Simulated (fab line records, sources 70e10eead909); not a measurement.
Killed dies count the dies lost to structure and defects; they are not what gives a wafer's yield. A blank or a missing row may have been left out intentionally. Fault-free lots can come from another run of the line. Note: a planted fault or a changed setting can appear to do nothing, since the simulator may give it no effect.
fab line records || flow nand_harc
[record] {"lots": 5, "wafers": 15, "last_day": 22}
route steps=1159 shown P_GATE@185 END@1159
lots with no fault: from the same line, run without faults
start_h: start of the lot's first displayed wafer, in hours after the record's first day || wait_h: hours from the lot's prior step to this one || " unchanged from the row above || L1.1+2: one row covering several wafers at once || - no value, or no start was given || * or withheld: withheld || < > ~ a bound
route shown NAME@n: a module of which the file shows steps, and the number in the route of the first || usual: the fault-free wafers' mean and standard deviation || same: alike in all rows || chamber/n: place in a boat || sites: readings site by site || _std_site: their standard deviation || _edge_site: inner sites' mean taken away from outer sites' mean || radius_mm: how far each site lies from the wafer's centre || mask NAME#n: copy n || behind: the last tool/chamber to shape the wafer || hold: the reason the lot was held/the length of the hold in hours/how it ended || device: transistor that didn't switch, given as n, p or np || end of line: the tests these same wafers got at the end of their route || a step with no rows: only its recipe || killed: the dies lost at the first sort to structure and to defects; this is not the yield of the wafer || map: the dies of a wafer, with x for killed, . for not killed, _ for no die there
set.NAME: setting as actually run; set.NAME@STEP: the setting as run at that earlier step || model.NAME: the simulator's own value behind a step, which no gauge read
certain route steps with their lots: each step a table, each wafer a row
services: a tool's chamber out of use, with start hour (start_h, from the record's first day; less than 0 if before it), hours out, and reason
[[steps]]
[step NHARC_P_GATE_CD_MEAS_59]
[recipe] {"target_cd_nm": 720, "landing_energy_ev": 500}
[usual] {"cd_nm": "720.0/2.1"}
{"lot.wafer": "L968.1", "tool": "cd_sem-01", "chamber": 0, "start_h": 100.32, "wait_h": "-", "cd_nm": 721.4}
{"lot.wafer": "L968.4", "tool": "cd_sem-01", "chamber": 0, "start_h": 100.32, "wait_h": "-", "cd_nm": 716.2}
{"lot.wafer": "L968.6", "tool": "cd_sem-01", "chamber": 0, "start_h": 100.32, "wait_h": "-", "cd_nm": 720.0}
{"lot.wafer": "L971.2", "tool": "cd_sem-02", "chamber": 0, "start_h": 117.81, "wait_h": "-", "cd_nm": 718.4}
{"lot.wafer": "L971.3", "tool": "cd_sem-02", "chamber": 0, "start_h": 117.81, "wait_h": "-", "cd_nm": 723.6}
{"lot.wafer": "L971.5", "tool": "cd_sem-02", "chamber": 0, "start_h": 117.81, "wait_h": "-", "cd_nm": 722.7}
{"lot.wafer": "L972.1", "tool": "cd_sem-03", "chamber": 0, "start_h": 131.56, "wait_h": "-", "cd_nm": 717.3}
{"lot.wafer": "L972.4", "tool": "cd_sem-03", "chamber": 0, "start_h": 131.56, "wait_h": "-", "cd_nm": 719.1}
{"lot.wafer": "L972.5", "tool": "cd_sem-03", "chamber": 0, "start_h": 131.56, "wait_h": "-", "cd_nm": 717.0}
{"lot.wafer": "L978.1", "tool": "cd_sem-01", "chamber": 0, "start_h": 169.29, "wait_h": "-", "cd_nm": 721.3}
{"lot.wafer": "L978.2", "tool": "cd_sem-01", "chamber": 0, "start_h": 169.29, "wait_h": "-", "cd_nm": 719.0}
{"lot.wafer": "L978.3", "tool": "cd_sem-01", "chamber": 0, "start_h": 169.29, "wait_h": "-", "cd_nm": 720.4}
{"lot.wafer": "L982.1", "tool": "cd_sem-01", "chamber": 0, "start_h": 190.60, "wait_h": "-", "cd_nm": 718.2}
{"lot.wafer": "L982.5", "tool": "cd_sem-01", "chamber": 0, "start_h": 190.60, "wait_h": "-", "cd_nm": 723.2}
{"lot.wafer": "L982.6", "tool": "cd_sem-01", "chamber": 0, "start_h": 190.60, "wait_h": "-", "cd_nm": 722.7}
[step NHARC_P_GATE_HARDBAKE_60]
[recipe] {"temp_c": 125, "time_s": 80}
[step NHARC_P_GATE_DESCUM_61]
[recipe] {"time_s": 3, "o2_flow_sccm": 200, "ar_flow_sccm": 0, "bias_power_w": 0, "chemistry": "O2"}
[usual] {"drypump_motor_current_A": "5.7/0.53", "oes_product_au": "1.001/0.011", "rf_vpp_V": "57.6/0.94", "showerhead_plenum_p_Torr": "1.89/0.082", "throttle_valve_pct": "11.311/0.01"}
{"lot.wafer": "L968.1", "tool": "rie_diel-08", "chamber": 0, "start_h": 100.50, "wait_h": "-", "drypump_motor_current_A": 5.6, "oes_product_au": 1.009, "rf_hours_counter_h": 28, "rf_vpp_V": 58.8, "showerhead_plenum_p_Torr": 1.94, "throttle_valve_pct": 11.319}
{"lot.wafer": "L968.4", "tool": "rie_diel-08", "chamber": 1, "start_h": 100.50, "wait_h": "-", "drypump_motor_current_A": 6.6, "oes_product_au": 1.007, "rf_hours_counter_h": 28, "rf_vpp_V": 57.4, "showerhead_plenum_p_Torr": 1.87, "throttle_valve_pct": 11.329}
{"lot.wafer": "L968.6", "tool": "rie_diel-08", "chamber": 2, "start_h": 100.50, "wait_h": "-", "drypump_motor_current_A": 6.1, "oes_product_au": 1.012, "rf_hours_counter_h": "-", "rf_vpp_V": 56.0, "showerhead_plenum_p_Torr": 1.91, "throttle_valve_pct": 11.314}
{"lot.wafer": "L971.2", "tool": "rie_diel-07", "chamber": 3, "start_h": 117.98, "wait_h": "-", "drypump_motor_current_A": 5.7, "oes_product_au": 0.996, "rf_hours_counter_h": 16, "rf_vpp_V": 55.5, "showerhead_plenum_p_Torr": 1.77, "throttle_valve_pct": 11.317}
{"lot.wafer": "L971.3", "tool": "rie_diel-07", "chamber": 0, "start_h": 117.98, "wait_h": "-", "drypump_motor_current_A": 5.3, "oes_product_au": 1.004, "rf_hours_counter_h": 18, "rf_vpp_V": 57.7, "showerhead_plenum_p_Torr": 1.89, "throttle_valve_pct": 11.310}
{"lot.wafer": "L971.5", "tool": "rie_diel-07", "chamber": 3, "start_h": 117.98, "wait_h": "-", "drypump_motor_current_A": 5.7, "oes_product_au": 1.008, "rf_hours_counter_h": "-", "rf_vpp_V": 58.3, "showerhead_plenum_p_Torr": 1.77, "throttle_valve_pct": 11.308}
{"lot.wafer": "L972.4", "tool": "rie_diel-05", "chamber": 1, "start_h": 131.72, "wait_h": "-", "drypump_motor_current_A": 6.1, "oes_product_au": 0.986, "rf_hours_counter_h": 52, "rf_vpp_V": 57.7, "showerhead_plenum_p_Torr": 1.94, "throttle_valve_pct": 11.302}
{"lot.wafer": "L972.1", "tool": "rie_diel-05", "chamber": 3, "start_h": 131.72, "wait_h": "-", "drypump_motor_current_A": 5.0, "oes_product_au": 1.011, "rf_hours_counter_h": 50, "rf_vpp_V": 59.3, "showerhead_plenum_p_Torr": 2.01, "throttle_valve_pct": 11.310}
{"lot.wafer": "L972.5", "tool": "rie_diel-05", "chamber": 1, "start_h": 131.72, "wait_h": "-", "drypump_motor_current_A": 6.1, "oes_product_au": 0.995, "rf_hours_counter_h": "-", "rf_vpp_V": 58.2, "showerhead_plenum_p_Torr": 1.94, "throttle_valve_pct": 11.323}
{"lot.wafer": "L978.2", "tool": "rie_diel-08", "chamber": 2, "start_h": 169.50, "wait_h": "-", "drypump_motor_current_A": 6.1, "oes_product_au": 1.014, "rf_hours_counter_h": 6, "rf_vpp_V": 58.2, "showerhead_plenum_p_Torr": 1.91, "throttle_valve_pct": 11.318}
{"lot.wafer": "L978.1", "tool": "rie_diel-08", "chamber": 3, "start_h": 169.50, "wait_h": "-", "drypump_motor_current_A": 5.2, "oes_product_au": 1.002, "rf_hours_counter_h": 6, "rf_vpp_V": 57.3, "showerhead_plenum_p_Torr": 1.82, "throttle_valve_pct": 11.308}
{"lot.wafer": "L978.3", "tool": "rie_diel-08", "chamber": 1, "start_h": 169.50, "wait_h": "-", "drypump_motor_current_A": 6.5, "oes_product_au": 1.006, "rf_hours_counter_h": 7, "rf_vpp_V": 58.1, "showerhead_plenum_p_Torr": 1.86, "throttle_valve_pct": 11.287}
{"lot.wafer": "L982.1", "tool": "rie_diel-05", "chamber": 0, "start_h": 190.78, "wait_h": "-", "drypump_motor_current_A": 5.3, "oes_product_au": 0.990, "rf_hours_counter_h": 7, "rf_vpp_V": 58.1, "showerhead_plenum_p_Torr": 2.05, "throttle_valve_pct": 11.306}
{"lot.wafer": "L982.6", "tool": "rie_diel-05", "chamber": 3, "start_h": 190.78, "wait_h": "-", "drypump_motor_current_A": 5.0, "oes_product_au": 1.011, "rf_hours_counter_h": "-", "rf_vpp_V": 59.3, "showerhead_plenum_p_Torr": 2.00, "throttle_valve_pct": 11.318}
{"lot.wafer": "L982.5", "tool": "rie_diel-05", "chamber": 0, "start_h": 190.78, "wait_h": "-", "drypump_motor_current_A": 5.3, "oes_product_au": 0.995, "rf_hours_counter_h": "-", "rf_vpp_V": 57.7, "showerhead_plenum_p_Torr": 2.05, "throttle_valve_pct": 11.294}
[step NHARC_P_GATE_IMPLANT_62]
[recipe] {"energy_kev": 20, "dose_cm2": 3e+15, "tilt_deg": 7}
[step NHARC_P_GATE_STRIP_112]
[recipe] {"power_w": 1500, "temp_c": 110, "time_s": 200, "chemistry": "N2/H2"}
[usual] {"drypump_motor_current_A": "5.57/0.18", "heater_power_w": "89/3.7", "temp_c": "109.99/0.12"}
{"lot.wafer": "L968.1", "tool": "plasma_asher-02", "chamber": 0, "start_h": 100.97, "wait_h": 0.3, "drypump_motor_current_A": 5.44, "heater_power_w": 88, "rf_hours_counter_h": 33, "temp_c": 109.75}
{"lot.wafer": "L968.4", "tool": "plasma_asher-02", "chamber": 1, "start_h": 100.97, "wait_h": 0.3, "drypump_motor_current_A": 5.72, "heater_power_w": 93, "rf_hours_counter_h": "-", "temp_c": 110.14}
{"lot.wafer": "L968.6", "tool": "plasma_asher-02", "chamber": 0, "start_h": 100.97, "wait_h": 0.3, "drypump_motor_current_A": 5.47, "heater_power_w": 90, "rf_hours_counter_h": "-", "temp_c": 109.64}
{"lot.wafer": "L971.2", "tool": "plasma_asher-02", "chamber": 1, "start_h": 118.33, "wait_h": 0.2, "drypump_motor_current_A": 5.73, "heater_power_w": 93, "rf_hours_counter_h": 39, "temp_c": 110.21}
{"lot.wafer": "L971.3", "tool": "plasma_asher-02", "chamber": 1, "start_h": 118.33, "wait_h": 0.2, "drypump_motor_current_A": 5.73, "heater_power_w": 94, "rf_hours_counter_h": "-", "temp_c": 110.20}
{"lot.wafer": "L971.5", "tool": "plasma_asher-02", "chamber": 0, "start_h": 118.33, "wait_h": 0.2, "drypump_motor_current_A": 5.42, "heater_power_w": 88, "rf_hours_counter_h": "-", "temp_c": 109.97}
{"lot.wafer": "L972.1", "tool": "plasma_asher-01", "chamber": 0, "start_h": 132.09, "wait_h": 0.2, "drypump_motor_current_A": 5.34, "heater_power_w": 91, "rf_hours_counter_h": 7, "temp_c": 110.07}
{"lot.wafer": "L972.4", "tool": "plasma_asher-01", "chamber": 1, "start_h": 132.09, "wait_h": 0.2, "drypump_motor_current_A": 5.77, "heater_power_w": 83, "rf_hours_counter_h": "-", "temp_c": 109.86}
{"lot.wafer": "L972.5", "tool": "plasma_asher-01", "chamber": 0, "start_h": 132.09, "wait_h": 0.2, "drypump_motor_current_A": 5.38, "heater_power_w": 92, "rf_hours_counter_h": "-", "temp_c": 109.97}
{"lot.wafer": "L978.1", "tool": "plasma_asher-01", "chamber": 1, "start_h": 169.87, "wait_h": 0.2, "drypump_motor_current_A": 5.76, "heater_power_w": 84, "rf_hours_counter_h": 19, "temp_c": 109.95}
{"lot.wafer": "L978.2", "tool": "plasma_asher-01", "chamber": 0, "start_h": 169.87, "wait_h": 0.2, "drypump_motor_current_A": 5.37, "heater_power_w": 90, "rf_hours_counter_h": 19, "temp_c": 109.82}
{"lot.wafer": "L978.3", "tool": "plasma_asher-01", "chamber": 0, "start_h": 169.87, "wait_h": 0.2, "drypump_motor_current_A": 5.36, "heater_power_w": 91, "rf_hours_counter_h": "-", "temp_c": 109.98}
{"lot.wafer": "L982.1", "tool": "plasma_asher-01", "chamber": 0, "start_h": 191.70, "wait_h": 0.7, "drypump_motor_current_A": 5.34, "heater_power_w": 92, "rf_hours_counter_h": 31, "temp_c": 109.81}
{"lot.wafer": "L982.6", "tool": "plasma_asher-01", "chamber": 1, "start_h": 191.70, "wait_h": 0.7, "drypump_motor_current_A": 5.75, "heater_power_w": 85, "rf_hours_counter_h": "-", "temp_c": 110.21}
{"lot.wafer": "L982.5", "tool": "plasma_asher-01", "chamber": 0, "start_h": 191.70, "wait_h": 0.7, "drypump_motor_current_A": 5.32, "heater_power_w": 93, "rf_hours_counter_h": "-", "temp_c": 109.88}
[step NHARC_P_GATE_STRIP_76]
[recipe] {"power_w": 1500, "temp_c": 250, "chemistry": "O2"}
[usual] {"drypump_motor_current_A": "5.57/0.19", "heater_power_w": "333/14", "temp_c": "249.97/0.16"}
{"lot.wafer": "L968.1", "tool": "plasma_asher-02", "chamber": 0, "start_h": 101.24, "wait_h": 0.2, "drypump_motor_current_A": 5.43, "heater_power_w": 326, "rf_hours_counter_h": 33, "temp_c": 249.84}
{"lot.wafer": "L968.4", "tool": "plasma_asher-02", "chamber": 1, "start_h": 101.24, "wait_h": 0.2, "drypump_motor_current_A": 5.73, "heater_power_w": 351, "rf_hours_counter_h": "-", "temp_c": 249.93}
{"lot.wafer": "L968.6", "tool": "plasma_asher-02", "chamber": 0, "start_h": 101.24, "wait_h": 0.2, "drypump_motor_current_A": 5.43, "heater_power_w": 331, "rf_hours_counter_h": "-", "temp_c": 250.05}
{"lot.wafer": "L971.2", "tool": "plasma_asher-02", "chamber": 1, "start_h": 118.60, "wait_h": 0.2, "drypump_motor_current_A": 5.72, "heater_power_w": 346, "rf_hours_counter_h": 39, "temp_c": 250.06}
{"lot.wafer": "L971.3", "tool": "plasma_asher-02", "chamber": 1, "start_h": 118.60, "wait_h": 0.2, "drypump_motor_current_A": 5.73, "heater_power_w": 348, "rf_hours_counter_h": "-", "temp_c": 249.91}
{"lot.wafer": "L971.5", "tool": "plasma_asher-02", "chamber": 0, "start_h": 118.60, "wait_h": 0.2, "drypump_motor_current_A": 5.44, "heater_power_w": 319, "rf_hours_counter_h": "-", "temp_c": 250.09}
{"lot.wafer": "L972.1", "tool": "plasma_asher-01", "chamber": 0, "start_h": 132.35, "wait_h": 0.2, "drypump_motor_current_A": 5.34, "heater_power_w": 342, "rf_hours_counter_h": 7, "temp_c": 249.77}
{"lot.wafer": "L972.4", "tool": "plasma_asher-01", "chamber": 1, "start_h": 132.35, "wait_h": 0.2, "drypump_motor_current_A": 5.76, "heater_power_w": 321, "rf_hours_counter_h": "-", "temp_c": 249.93}
{"lot.wafer": "L972.5", "tool": "plasma_asher-01", "chamber": 0, "start_h": 132.35, "wait_h": 0.2, "drypump_motor_current_A": 5.36, "heater_power_w": 338, "rf_hours_counter_h": "-", "temp_c": 249.91}
{"lot.wafer": "L978.1", "tool": "plasma_asher-01", "chamber": 1, "start_h": 170.13, "wait_h": 0.2, "drypump_motor_current_A": 5.79, "heater_power_w": 316, "rf_hours_counter_h": 19, "temp_c": 249.99}
{"lot.wafer": "L978.2", "tool": "plasma_asher-01", "chamber": 0, "start_h": 170.13, "wait_h": 0.2, "drypump_motor_current_A": 5.36, "heater_power_w": 344, "rf_hours_counter_h": 19, "temp_c": 249.89}
{"lot.wafer": "L978.3", "tool": "plasma_asher-01", "chamber": 0, "start_h": 170.13, "wait_h": 0.2, "drypump_motor_current_A": 5.35, "heater_power_w": 344, "rf_hours_counter_h": "-", "temp_c": 250.02}
{"lot.wafer": "L982.1", "tool": "plasma_asher-01", "chamber": 0, "start_h": 191.92, "wait_h": 0.2, "drypump_motor_current_A": 5.38, "heater_power_w": 341, "rf_hours_counter_h": 31, "temp_c": 250.27}
{"lot.wafer": "L982.6", "tool": "plasma_asher-01", "chamber": 1, "start_h": 191.92, "wait_h": 0.2, "drypump_motor_current_A": 5.76, "heater_power_w": 312, "rf_hours_counter_h": "-", "temp_c": 249.86}
{"lot.wafer": "L982.5", "tool": "plasma_asher-01", "chamber": 0, "start_h": 191.92, "wait_h": 0.2, "drypump_motor_current_A": 5.37, "heater_power_w": 341, "rf_hours_counter_h": "-", "temp_c": 250.09}
[step NHARC_P_GATE_STRIP_63]
[recipe] {"time_s": 900, "temp_c": 130, "chemistry": "SPM"}
[step NHARC_P_GATE_DEHYDRATE_83]
[recipe] {"temp_c": 150, "time_s": 120}
[step NHARC_P_GATE_HMDS_84]
[recipe] {"time_s": 30}
[step NHARC_P_GATE_COAT_85]
[recipe] {"spin_rpm": 3000}
[step NHARC_P_GATE_SOFTBAKE_86]
[recipe] {"temp_c": 122, "time_s": 95}
[step NHARC_P_GATE_EBR_87]
[step NHARC_P_GATE_EXPOSE_88]
[recipe] {"na": 0.6, "target_cd_nm": 2000, "dose_mj": 11.87, "mask_id": "P_HVN"}
[usual] {"exposure_dose_mJ_cm2": "11.870/0.011"}
{"lot.wafer": "L968.1", "tool": "krf_scanner-04", "chamber": 0, "start_h": 102.00, "wait_h": "-", "mask": "P_HVN#0", "exposure_dose_mJ_cm2": 11.857}
{"lot.wafer": "L968.4", "tool": "krf_scanner-04", "chamber": 0, "start_h": 102.00, "wait_h": "-", "mask": "P_HVN#0", "exposure_dose_mJ_cm2": 11.848}
{"lot.wafer": "L968.6", "tool": "krf_scanner-04", "chamber": 0, "start_h": 102.00, "wait_h": "-", "mask": "P_HVN#0", "exposure_dose_mJ_cm2": 11.855}
{"lot.wafer": "L971.2", "tool": "krf_scanner-02", "chamber": 0, "start_h": 119.36, "wait_h": "-", "mask": "P_HVN#0", "exposure_dose_mJ_cm2": 11.874}
{"lot.wafer": "L971.3", "tool": "krf_scanner-02", "chamber": 0, "start_h": 119.36, "wait_h": "-", "mask": "P_HVN#0", "exposure_dose_mJ_cm2": 11.876}
{"lot.wafer": "L971.5", "tool": "krf_scanner-02", "chamber": 0, "start_h": 119.36, "wait_h": "-", "mask": "P_HVN#0", "exposure_dose_mJ_cm2": 11.874}
{"lot.wafer": "L972.1", "tool": "krf_scanner-02", "chamber": 0, "start_h": 133.16, "wait_h": "-", "mask": "P_HVN#0", "exposure_dose_mJ_cm2": 11.858}
{"lot.wafer": "L972.4", "tool": "krf_scanner-02", "chamber": 0, "start_h": 133.16, "wait_h": "-", "mask": "P_HVN#0", "exposure_dose_mJ_cm2": 11.852}
{"lot.wafer": "L972.5", "tool": "krf_scanner-02", "chamber": 0, "start_h": 133.16, "wait_h": "-", "mask": "P_HVN#0", "exposure_dose_mJ_cm2": 11.854}
{"lot.wafer": "L978.1", "tool": "krf_scanner-01", "chamber": 0, "start_h": 170.89, "wait_h": "-", "mask": "P_HVN#0", "exposure_dose_mJ_cm2": 11.875}
{"lot.wafer": "L978.2", "tool": "krf_scanner-01", "chamber": 0, "start_h": 170.89, "wait_h": "-", "mask": "P_HVN#0", "exposure_dose_mJ_cm2": 11.876}
{"lot.wafer": "L978.3", "tool": "krf_scanner-01", "chamber": 0, "start_h": 170.89, "wait_h": "-", "mask": "P_HVN#0", "exposure_dose_mJ_cm2": 11.877}
{"lot.wafer": "L982.1", "tool": "krf_scanner-01", "chamber": 0, "start_h": 192.67, "wait_h": "-", "mask": "P_PSD#0", "exposure_dose_mJ_cm2": 11.884}
{"lot.wafer": "L982.5", "tool": "krf_scanner-01", "chamber": 0, "start_h": 192.67, "wait_h": "-", "mask": "P_PSD#0", "exposure_dose_mJ_cm2": 11.879}
{"lot.wafer": "L982.6", "tool": "krf_scanner-01", "chamber": 0, "start_h": 192.67, "wait_h": "-", "mask": "P_PSD#0", "exposure_dose_mJ_cm2": 11.892}
[step NHARC_P_GATE_PEB_89]
[recipe] {"peb_temp_c": 118, "peb_time_s": 85}
[step NHARC_P_GATE_DEVELOP_90]
[recipe] {"time_s": 70}
[step NHARC_P_GATE_CD_MEAS_91]
[recipe] {"target_cd_nm": 2000, "landing_energy_ev": 500}
[usual] {"cd_nm": "2000.4/1.8"}
{"lot.wafer": "L968.1", "tool": "cd_sem-02", "chamber": 0, "start_h": 102.16, "wait_h": "-", "cd_nm": 1998.3}
{"lot.wafer": "L968.4", "tool": "cd_sem-02", "chamber": 0, "start_h": 102.16, "wait_h": "-", "cd_nm": 1998.7}
{"lot.wafer": "L968.6", "tool": "cd_sem-02", "chamber": 0, "start_h": 102.16, "wait_h": "-", "cd_nm": 2001.5}
{"lot.wafer": "L971.2", "tool": "cd_sem-01", "chamber": 0, "start_h": 119.52, "wait_h": "-", "cd_nm": 2000.8}
{"lot.wafer": "L971.3", "tool": "cd_sem-01", "chamber": 0, "start_h": 119.52, "wait_h": "-", "cd_nm": 2001.2}
{"lot.wafer": "L971.5", "tool": "cd_sem-01", "chamber": 0, "start_h": 119.52, "wait_h": "-", "cd_nm": 2002.1}
{"lot.wafer": "L972.1", "tool": "cd_sem-02", "chamber": 0, "start_h": 133.32, "wait_h": "-", "cd_nm": 2002.4}
{"lot.wafer": "L972.4", "tool": "cd_sem-02", "chamber": 0, "start_h": 133.32, "wait_h": "-", "cd_nm": 2000.8}
{"lot.wafer": "L972.5", "tool": "cd_sem-02", "chamber": 0, "start_h": 133.32, "wait_h": "-", "cd_nm": 1999.2}
{"lot.wafer": "L978.1", "tool": "cd_sem-02", "chamber": 0, "start_h": 171.05, "wait_h": "-", "cd_nm": 1997.1}
{"lot.wafer": "L978.2", "tool": "cd_sem-02", "chamber": 0, "start_h": 171.05, "wait_h": "-", "cd_nm": 1999.1}
{"lot.wafer": "L978.3", "tool": "cd_sem-02", "chamber": 0, "start_h": 171.05, "wait_h": "-", "cd_nm": 1999.4}
{"lot.wafer": "L982.1", "tool": "cd_sem-03", "chamber": 0, "start_h": 192.83, "wait_h": "-", "cd_nm": "-"}
{"lot.wafer": "L982.5", "tool": "cd_sem-03", "chamber": 0, "start_h": 192.83, "wait_h": "-", "cd_nm": "-"}
{"lot.wafer": "L982.6", "tool": "cd_sem-03", "chamber": 0, "start_h": 192.83, "wait_h": "-", "cd_nm": "-"}
[step NHARC_P_GATE_HARDBAKE_92]
[recipe] {"temp_c": 125, "time_s": 80}
[step NHARC_END_SORT_01]
[recipe] {"temp_c": 25}
[usual] {"killed_at_array": "27/12", "killed_at_other": "0.8/1", "killed_at_periphery": "4.0/2.5", "killed_dies": "32/11", "killed_open": "3.3/1.8", "killed_short": "2.0/1.5"}
[same] {"gross_dies": 677}
{"lot.wafer": "L982.1", "tool": "prober-02", "chamber": 0, "start_h": 512.84, "wait_h": 2.6, "killed_at_array": 37, "killed_at_other": 1, "killed_at_periphery": 639, "killed_dies": 677, "killed_open": 5, "killed_short": 3}
{"lot.wafer": "L982.5", "tool": "prober-02", "chamber": 0, "start_h": 516.07, "wait_h": 3.7, "killed_at_array": 43, "killed_at_other": 0, "killed_at_periphery": 634, "killed_dies": 677, "killed_open": 8, "killed_short": 1}
{"lot.wafer": "L982.6", "tool": "prober-02", "chamber": 0, "start_h": 516.88, "wait_h": 4.0, "killed_at_array": 48, "killed_at_other": 0, "killed_at_periphery": 629, "killed_dies": 677, "killed_open": 5, "killed_short": 2}
// killed by level:class
L982.1 P_GATE:area_expose=634 A_CHANNEL_HOLE_D1:chamber_film_flake=13 A_SLIT:chamber_film_flake=9 P_M0:chamber_film_flake=3 A_STAIRCASE:chamber_film_flake=3 A_WL_FILL:chamber_film_flake=3 A_CONTACT:chamber_film_flake=2 P_M0:geometric_particle:short=1
L982.5 P_GATE:area_expose=630 A_CHANNEL_HOLE_D1:chamber_film_flake=16 A_SLIT:chamber_film_flake=16 A_BLC:geometric_particle:open=3 A_STAIRCASE:chamber_film_flake=3 A_CONTACT:geometric_particle:open=2 P_CONTACT:geometric_particle:open=1 P_M1:geometric_particle:open=1
L982.6 P_GATE:area_expose=626 A_CHANNEL_HOLE_D1:chamber_film_flake=20 A_SLIT:chamber_film_flake=15 A_STAIRCASE:chamber_film_flake=5 A_CONTACT:chamber_film_flake=3 P_M1:geometric_particle:open=2 P_M0:geometric_particle:open=1 A_ONON_D1:geometric_particle:short=1
// map L982.1 (x killed, . not)
____________x____________
_________xxxxxxx_________
_______xxxxxxxxxxx_______
______xxxxxxxxxxxxx______
_____xxxxxxxxxxxxxxx_____
____xxxxxxxxxxxxxxxxx____
____xxxxxxxxxxxxxxxxx____
___xxxxxxxxxxxxxxxxxxx___
___xxxxxxxxxxxxxxxxxxx___
__xxxxxxxxxxxxxxxxxxxxx__
__xxxxxxxxxxxxxxxxxxxxx__
_xxxxxxxxxxxxxxxxxxxxxxx_
_xxxxxxxxxxxxxxxxxxxxxxx_
_xxxxxxxxxxxxxxxxxxxxxxx_
_xxxxxxxxxxxxxxxxxxxxxxx_
_xxxxxxxxxxxxxxxxxxxxxxx_
xxxxxxxxxxxxxxxxxxxxxxxxx
xxxxxxxxxxxxxxxxxxxxxxxxx
xxxxxxxxxxxxxxxxxxxxxxxxx
xxxxxxxxxxxxxxxxxxxxxxxxx
xxxxxxxxxxxxxxxxxxxxxxxxx
_xxxxxxxxxxxxxxxxxxxxxxx_
_xxxxxxxxxxxxxxxxxxxxxxx_
_xxxxxxxxxxxxxxxxxxxxxxx_
_xxxxxxxxxxxxxxxxxxxxxxx_
_xxxxxxxxxxxxxxxxxxxxxxx_
__xxxxxxxxxxxxxxxxxxxxx__
__xxxxxxxxxxxxxxxxxxxxx__
___xxxxxxxxxxxxxxxxxxx___
___xxxxxxxxxxxxxxxxxxx___
____xxxxxxxxxxxxxxxxx____
____xxxxxxxxxxxxxxxxx____
_____xxxxxxxxxxxxxxx_____
______xxxxxxxxxxxxx______
_______xxxxxxxxxxx_______
_________xxxxxxx_________
____________x____________
// map L978.3 (x killed, . not)
____________.____________
_________......._________
_______.......x..._______
______.............______
_____..............._____
____.................____
____.................____
___...x...............___
___.x.................___
__xx...................__
__x..x..x..............__
_x......................_
_x............xx.x......_
_.x..........xxx..x....._
_...........x.x..x......_
_..............x.x......_
x..............xx..x.....
.....x..x.....xxx........
.............xx.xx.......
........x................
....................x....
_....................x.._
_......................._
_......................._
_............x.........._
_......................._
__.....................__
__............x........__
___...................___
___...................___
____.................____
____.......x.........____
_____.x.....x......._____
______.........x...______
_______..........._______
_________......._________
____________.____________
[[services]]
{"tool": "krf_scanner-01", "chamber": "-", "start_h": 84.00, "hours": 4.0, "kind": "pm"}
{"tool": "krf_scanner-04", "chamber": "-", "start_h": 85.05, "hours": 0.5, "kind": "repair"}
{"tool": "plasma_asher-01", "chamber": "-", "start_h": 94.30, "hours": 4.7, "kind": "repair"}
{"tool": "plasma_asher-01", "chamber": "-", "start_h": 99.46, "hours": 9.0, "kind": "pm"}
{"tool": "plasma_asher-01", "chamber": 0, "start_h": 99.46, "hours": 9.0, "kind": "vent_cycle"}
{"tool": "plasma_asher-01", "chamber": 1, "start_h": 99.46, "hours": 9.0, "kind": "vent_cycle"}
{"tool": "plasma_asher-01", "chamber": 0, "start_h": 108.46, "hours": "-", "kind": "clean"}
{"tool": "plasma_asher-01", "chamber": 1, "start_h": 108.46, "hours": "-", "kind": "clean"}
{"tool": "krf_scanner-02", "chamber": "-", "start_h": 119.74, "hours": 4.0, "kind": "pm"}
{"tool": "rie_diel-08", "chamber": 0, "start_h": 123.11, "hours": 2.8, "kind": "repair"}
{"tool": "rie_diel-08", "chamber": "-", "start_h": 124.80, "hours": 9.0, "kind": "pm"}
{"tool": "krf_scanner-04", "chamber": "-", "start_h": 126.00, "hours": 4.0, "kind": "pm"}
{"tool": "rie_diel-07", "chamber": 1, "start_h": 134.44, "hours": 4.8, "kind": "repair"}
{"tool": "krf_scanner-02", "chamber": "-", "start_h": 138.10, "hours": 2.7, "kind": "repair"}
{"tool": "rie_diel-05", "chamber": 2, "start_h": 158.73, "hours": 11.6, "kind": "repair"}
{"tool": "rie_diel-05", "chamber": "-", "start_h": 163.60, "hours": 9.0, "kind": "pm"}
{"tool": "rie_diel-07", "chamber": 2, "start_h": 165.51, "hours": 13.2, "kind": "repair"}
{"tool": "rie_diel-07", "chamber": 3, "start_h": 180.26, "hours": 7.3, "kind": "repair"}
{"tool": "plasma_asher-02", "chamber": "-", "start_h": 183.00, "hours": 9.0, "kind": "pm"}
{"tool": "plasma_asher-02", "chamber": 0, "start_h": 183.00, "hours": 9.0, "kind": "vent_cycle"}
{"tool": "plasma_asher-02", "chamber": 1, "start_h": 183.00, "hours": 9.0, "kind": "vent_cycle"}
{"tool": "krf_scanner-04", "chamber": "-", "start_h": 185.61, "hours": 0.3, "kind": "repair"}
{"tool": "rie_diel-07", "chamber": 3, "start_h": 189.83, "hours": 6.4, "kind": "repair"}
{"tool": "plasma_asher-02", "chamber": 0, "start_h": 192.00, "hours": "-", "kind": "clean"}
[[key]]
[first_sign] {"step": "NHARC_P_GATE_EXPOSE_88", "reading": "mask", "direction": "changed"}
[effect] {"step": "NHARC_P_GATE_CD_MEAS_91", "reading": "cd_nm", "direction": "missing"}
[effect] {"step": "NHARC_END_SORT_01", "reading": "killed_at_periphery", "direction": "up", "sigmas": "99+", "usual": 4.0, "struck": 634}
[more_kills_born_at] {"NHARC_P_GATE_EXPOSE_88@krf_scanner-01": 1890}
met_at NHARC_P_GATE_EXPOSE_88
struck_wafers L982.1,L982.5,L982.6
later_rows_left_out L982.1,L982.5,L982.6
tester_left_out L982
onset_between 170.89 192.67
[fault] {"kind": "wrong_mask", "tool": "any", "chamber": "-", "onset_h": 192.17, "steps": "NHARC_P_GATE_EXPOSE_88", "aux_copy": "P_PSD#0", "scope": "struck_lots_only"}
// tester_left_out: of these lots the tester's yield and bins aren't shown, on N5 and GAA mostly nor the transistor test; their killed dies are dies lost to structure and defects alone, not to doping, threshold or leakage, so they don't give the yield
// later_rows_left_out: the simulator's readings of these wafers behind a module that went badly wrong aren't trusted and aren't shown, but for the sort
